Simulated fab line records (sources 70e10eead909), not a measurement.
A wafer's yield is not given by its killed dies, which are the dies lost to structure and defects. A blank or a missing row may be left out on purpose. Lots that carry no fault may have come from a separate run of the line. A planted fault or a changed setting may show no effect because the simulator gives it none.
Problem report, 8D (eight disciplines) form, completed by code / flow nand-harc / the parts of the form that need people (team, actions taken, sign-off) are left out

1. PROBLEM STATEMENT
Mean of heater-power-total-W at NHARC_A_M1_SOFTBAKE_04: 192.03 W across 6 wafers in 2 lots; on wafers with no fault it is 188.45 W (standard deviation 0.13). That puts it +28 standard deviations away from the usual mean.
The step: time 55 s.
Seen first at day 19 13:00 on litho-track-06, wafer L521.2. At this step, 39 wafers from 13 lots have a number in the record. Rule for "out", or "out of limits": more than 4 standard deviations from the usual mean. The other wafers with a number count as sound.

2. WHAT IT IS; WHAT IT IS NOT
question=which readings at this step | is=heater-power-total-W | is not=-
question=which lots | is=L521, L524 | is not=L517, L520, L522, L525, L527, L531, L534, L535, L536, L537, L538
question=which wafers of those lots | is=all that have a number | is not=-
question=read on which tools | is=litho-track-06 | is not=litho-track-01, litho-track-04
question=when | is=from day 19 13:00 | is not=up to then (9 sound wafers); but 24 sound wafers of L525, L527, L531, L534, L535, L536, L537, L538 came after

3. WHAT RULES OUT EACH SUSPECT
Counting: any tool at a process step up to the reading is kept as a suspect provided that every lot that is out went through it and no sound lot did after the first of them.
- litho-track-06 at NHARC_A_M1_SOFTBAKE_04 (time 55 s): ruled out as a lasting fault. The sound lots L536, L538 went through it after L521, its earliest lot that is out (day 19 13:00).
Left after counting: nothing in the record.

4. THE CAUSE (what the simulator had put in)
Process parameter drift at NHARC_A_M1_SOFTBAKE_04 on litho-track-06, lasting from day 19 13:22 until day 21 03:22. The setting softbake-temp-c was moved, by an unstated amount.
Counting ruled it out, wrongly.

5. THE CHAIN OF EFFECTS, in route order
Each row: a reading where the mean over the struck wafers with a number is more than 3 standard deviations away from the usual. Only readings whose record carries a usual standard deviation are examined. hours: median over the lots of the time between each lot's start at the first step of this table that gives one and its start at this step. sigmas: the change, counted in usual standard deviations.
hours=0; step=NHARC_A_M1_SOFTBAKE_04; reading=heater-power-total-W; usual=188.45 W; on struck wafers=192.03; change=+3.59; sigmas=+28
Its process steps:
- NHARC_A_M1_SOFTBAKE_04: time 55 s.
Later steps that measure or inspect, where all struck wafers having a row at the step show a number for every such reading and not one has moved that far: NHARC_A_M1_INSPECT_27.

6. HOW IT WOULD HAVE BEEN CAUGHT EARLIER
In this record the first reading out of limits was taken at day 19 13:00.
